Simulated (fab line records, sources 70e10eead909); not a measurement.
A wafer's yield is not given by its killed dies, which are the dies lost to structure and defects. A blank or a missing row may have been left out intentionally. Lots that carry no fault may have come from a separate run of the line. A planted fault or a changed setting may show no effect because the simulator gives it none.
Which tool was responsible? | flow nandHarc | 12 lots, 36 wafers sampled, at 5 steps of a route of 1302

WHAT THE GAUGES READ, wafer by wafer
NHARC_P_M2_INSPECT_27. Usual: rawDefectCount 338, standard deviation 120.
lot  | measured     | on               | rawDefectCount | flag
L324 | day 7 02:37  | defectInspect-02 | 222 214 141    | 
L327 | day 7 14:17  | defectInspect-01 | 229 262 203    | 
L328 | day 8 03:35  | defectInspect-01 | 383 458 577    | 
L330 | day 8 22:55  | defectInspect-02 | 323 346 306    | 
L336 | day 11 11:53 | defectInspect-02 | 461 259 629    | 
L337 | day 12 11:49 | defectInspect-01 | 486 494 306    | 
L341 | day 13 10:49 | defectInspect-01 | 500 361 353    | 
L342 | day 13 23:44 | defectInspect-01 | 356 355 258    | 
L343 | day 14 09:58 | defectInspect-01 | 139 224 396    | 
L345 | day 14 21:05 | defectInspect-01 | 545 349 405    | 
L344 | day 14 21:41 | defectInspect-02 | 560 379 259    | 
L347 | day 16 01:05 | defectInspect-01 | 232 183 263    | 

NHARC_END_SORT_01. Usual: defectLimitedYield 91 %, standard deviation 3.1; killedAtArray 56, standard deviation 21; killedAtOther 1.2, standard deviation 1.6; killedAtPeriphery 3.7, standard deviation 2.5; killedDies 61, standard deviation 21; killedOpen 3.1, standard deviation 1.8; killedShort 2.8, standard deviation 1.7.
lot  | measured     | on        | defectLimitedYield (%) | killedAtArray | killedAtOther | killedAtPeriphery | killedDies  | killedOpen | killedShort | flag
L336 | day 29 19:15 | prober-01 | 0 0 0                  | 50 44 35      | 0 0 0         | 627 633 642       | 677 677 677 | 2 2 2      | 1 1 1       | OFF
L337 | day 29 19:11 | prober-02 | 0 0 0                  | 20 23 22      | 0 0 0         | 657 654 655       | 677 677 677 | 6 2 7      | 2 3 2       | OFF
L341 | day 30 16:14 | prober-01 | 90 86 88               | 62 85 74      | 0 2 0         | 6 7 9             | 68 94 83    | 2 3 3      | 3 5 6       | 
L342 | day 31 19:35 | prober-01 | 92 92 91               | 49 55 54      | 0 0 1         | 4 2 5             | 53 57 60    | 3 3 5      | 5 1 4       | 
L343 | day 31 18:45 | prober-02 | 92 92 92               | 53 51 50      | 0 1 0         | 0 4 3             | 53 56 53    | 0 4 4      | 1 6 4       | 
L345 | day 33 05:14 | prober-02 | 90 91 93               | 64 58 46      | 0 2 2         | 3 0 2             | 67 60 50    | 6 4 1      | 3 5 0       | 
L344 | day 33 04:25 | prober-01 | 88 87 89               | 77 81 70      | 0 1 5         | 3 5 0             | 80 87 75    | 3 6 0      | 2 3 3       | 
L347 | day 34 13:49 | prober-01 | 96 94 95               | 19 26 20      | 2 4 4         | 3 8 7             | 24 38 31    | 2 8 5      | 3 0 3       | 

TOOL THAT RAN EACH LOT (tool first, then ch and the chambers of the sampled wafers, then the start)
lot  | NHARC_P_M2_DEP_33               | NHARC_P_BONDPAD_ETCH_12           | NHARC_P_BONDPAD_PVD_17
L324 | pecvd-02 ch 0,1,2, day 7 02:49  | rieDiel-10 ch 0,1,2, day 7 04:39  | pvdSputter-02, no start
L327 | pecvd-03 ch 0,2, day 7 14:26    | rieDiel-10 ch 1,2, day 7 16:28    | pvdSputter-02, no start
L328 | pecvd-02 ch 0,2, day 8 03:47    | rieDiel-09 ch 0,1, day 8 05:38    | pvdSputter-02, no start
L330 | pecvd-04 ch 0,1,2, day 8 23:11  | rieDiel-06 ch 0,2,3, day 9 01:05  | pvdSputter-02, no start
L336 | pecvd-02 ch 0,1, day 11 12:07   | rieDiel-10 ch 0,1,3, day 11 13:58 | pvdSputter-01, day 29 19:15 or earlier
L337 | pecvd-02 ch 0,1,2, day 12 11:58 | rieDiel-09 ch 2,3, day 12 14:06   | pvdSputter-02, day 29 19:11 or earlier
L341 | pecvd-03 ch 0,1,2, day 13 10:58 | rieDiel-10 ch 1,2, day 13 13:00   | pvdSputter-02, day 30 16:14 or earlier
L342 | pecvd-02 ch 0,1,2, day 13 23:55 | rieDiel-09 ch 0,2,3, day 14 01:49 | pvdSputter-01, day 31 19:35 or earlier
L343 | pecvd-04 ch 0,2, day 14 10:09   | rieDiel-10 ch 1,2,3, day 14 12:08 | pvdSputter-01, day 31 18:45 or earlier
L345 | pecvd-04 ch 0,1,2, day 14 21:19 | rieDiel-10 ch 0,3, day 14 23:17   | pvdSputter-03, day 33 05:14 or earlier
L344 | pecvd-04 ch 1,2, day 14 21:52   | rieDiel-10 ch 0,1,2, day 14 23:51 | pvdSputter-02, day 33 04:25 or earlier
L347 | pecvd-03 ch 0,2, day 16 01:17   | rieDiel-09 ch 1,2, day 16 03:13   | pvdSputter-02, day 34 13:49 or earlier
- NHARC_P_M2_DEP_33: deposits SiCN, target thk 30 nm.
- NHARC_P_BONDPAD_ETCH_12: etches the open film in CHF3/O2, target depth 200 nm, time 100 s.
- NHARC_P_BONDPAD_PVD_17: deposits TaN, target thk 5 nm, time 8.06 s.

WHAT THE TOOLS THEMSELVES READ (means of the sampled wafers that have a number; where no wafer has one, the mark that the record gives instead)
NHARC_P_M2_DEP_33. Usual: heaterPowerW 543 W, standard deviation 88; susceptorTempC 369.97 C, standard deviation 0.23.
lot  | tool     | heaterPowerW (W) | susceptorTempC (C) | flag
L324 | pecvd-02 | 475              | 370.23             | 
L327 | pecvd-03 | 530              | 370.02             | 
L328 | pecvd-02 | 516              | 370.08             | 
L330 | pecvd-04 | 508              | 370.06             | 
L336 | pecvd-02 | 488              | 369.98             | 
L337 | pecvd-02 | 482              | 369.66             | 
L341 | pecvd-03 | 619              | 369.89             | 
L342 | pecvd-02 | 455              | 369.71             | 
L343 | pecvd-04 | 545              | 369.86             | 
L345 | pecvd-04 | 574              | 370.28             | 
L344 | pecvd-04 | 554              | 370.14             | 
L347 | pecvd-03 | 560              | 370.17             | 

NHARC_P_BONDPAD_ETCH_12. Usual: biasW 200.1 W, standard deviation 0.61; chamberPressureMTorr 25.002 mTorr, standard deviation 0.021; drypumpMotorCurrentA 5.8 A, standard deviation 0.6; oesProductAu 0.937 a.u., standard deviation 0.02; rfVppV 370.8 V, standard deviation 2.4; showerheadPlenumPTorr 2.41 Torr, standard deviation 0.11; throttleValvePct 20.573 %, standard deviation 0.0089.
lot  | tool       | biasW (W) | chamberPressureMTorr (mTorr) | drypumpMotorCurrentA (A) | oesProductAu (a.u.) | rfVppV (V) | showerheadPlenumPTorr (Torr) | throttleValvePct (%) | flag
L324 | rieDiel-10 | 199.8     | 24.999                       | 5.8                      | 0.925               | 370.1      | 2.39                         | 20.567               | 
L327 | rieDiel-10 | 200.4     | 24.976                       | 5.7                      | 0.927               | 368.9      | 2.34                         | 20.569               | 
L328 | rieDiel-09 | 200.6     | 25.014                       | 6.5                      | 0.977               | 372.0      | 2.46                         | 20.572               | 
L330 | rieDiel-06 | 200.1     | 24.974                       | 5.5                      | 0.924               | 371.1      | 2.43                         | 20.577               | 
L336 | rieDiel-10 | -         | -                            | -                        | -                   | -          | -                            | -                    | OFF
L337 | rieDiel-09 | -         | -                            | -                        | -                   | -          | -                            | -                    | OFF
L341 | rieDiel-10 | 199.5     | 24.999                       | 5.7                      | 0.923               | 369.6      | 2.34                         | 20.583               | 
L342 | rieDiel-09 | 200.3     | 25.000                       | 6.3                      | 0.934               | 371.2      | 2.46                         | 20.571               | 
L343 | rieDiel-10 | 200.0     | 25.003                       | 5.3                      | 0.929               | 368.3      | 2.31                         | 20.577               | 
L345 | rieDiel-10 | 199.7     | 25.017                       | 5.7                      | 0.926               | 371.3      | 2.44                         | 20.571               | 
L344 | rieDiel-10 | 200.2     | 24.999                       | 5.8                      | 0.964               | 370.4      | 2.39                         | 20.562               | 
L347 | rieDiel-09 | 199.7     | 24.998                       | 6.4                      | 0.925               | 374.2      | 2.56                         | 20.567               | 

NHARC_P_BONDPAD_PVD_17. Usual: biasV 168.5 V, standard deviation 1.8; throttleValvePct 30.3 %, standard deviation 1.2.
lot  | tool          | biasV (V) | throttleValvePct (%) | flag
L324 | pvdSputter-02 | 168.1     | 29.4                 | 
L327 | pvdSputter-02 | 169.1     | 29.6                 | 
L328 | pvdSputter-02 | 167.2     | 30.1                 | 
L330 | pvdSputter-02 | 168.5     | 29.9                 | 
L336 | pvdSputter-01 | 170.5     | 30.1                 | 
L337 | pvdSputter-02 | 169.3     | 28.8                 | 
L341 | pvdSputter-02 | 167.0     | 29.5                 | 
L342 | pvdSputter-01 | 168.4     | 31.1                 | 
L343 | pvdSputter-01 | 168.2     | 30.6                 | 
L345 | pvdSputter-03 | 170.0     | 30.5                 | 
L344 | pvdSputter-02 | 167.1     | 30.4                 | 
L347 | pvdSputter-02 | 168.7     | 29.2                 | 

THE ANSWER, worked out from the rows above alone
Rule: lot off if the mean of its wafers having a number is beyond 3 standard deviations from the usual mean. Also off: a lot with no number at a reading for which 4 or more lots have one. Where the step has rows for the other lots, those lots are counted as sound. First the gauges in route order, then the tools' own readings, where a lot's mean is used as printed above. The first step at which some lot is off is used, and at that step the reading that is off furthest; a lot without a number counts as furthest.
Off, at NHARC_END_SORT_01 on killedAtPeriphery: L336, L337. Neither off nor sound, because the step has no rows for them: L324, L327, L328, L330.
If a tool, at a process step before that reading, ran all the lots that are off and no sound lot after the first of them, it fits. The gauges at NHARC_END_SORT_01 aren't tried: what is off there is off at NHARC_P_BONDPAD_ETCH_12 too, on other tools, and a gauge's error can't cause that. NHARC_P_BONDPAD_PVD_17 gives no start for some lots, so the hours and the order of its lots are those of NHARC_END_SORT_01. Not one of the candidates tried fits.

WHAT THE SIMULATOR PUT IN
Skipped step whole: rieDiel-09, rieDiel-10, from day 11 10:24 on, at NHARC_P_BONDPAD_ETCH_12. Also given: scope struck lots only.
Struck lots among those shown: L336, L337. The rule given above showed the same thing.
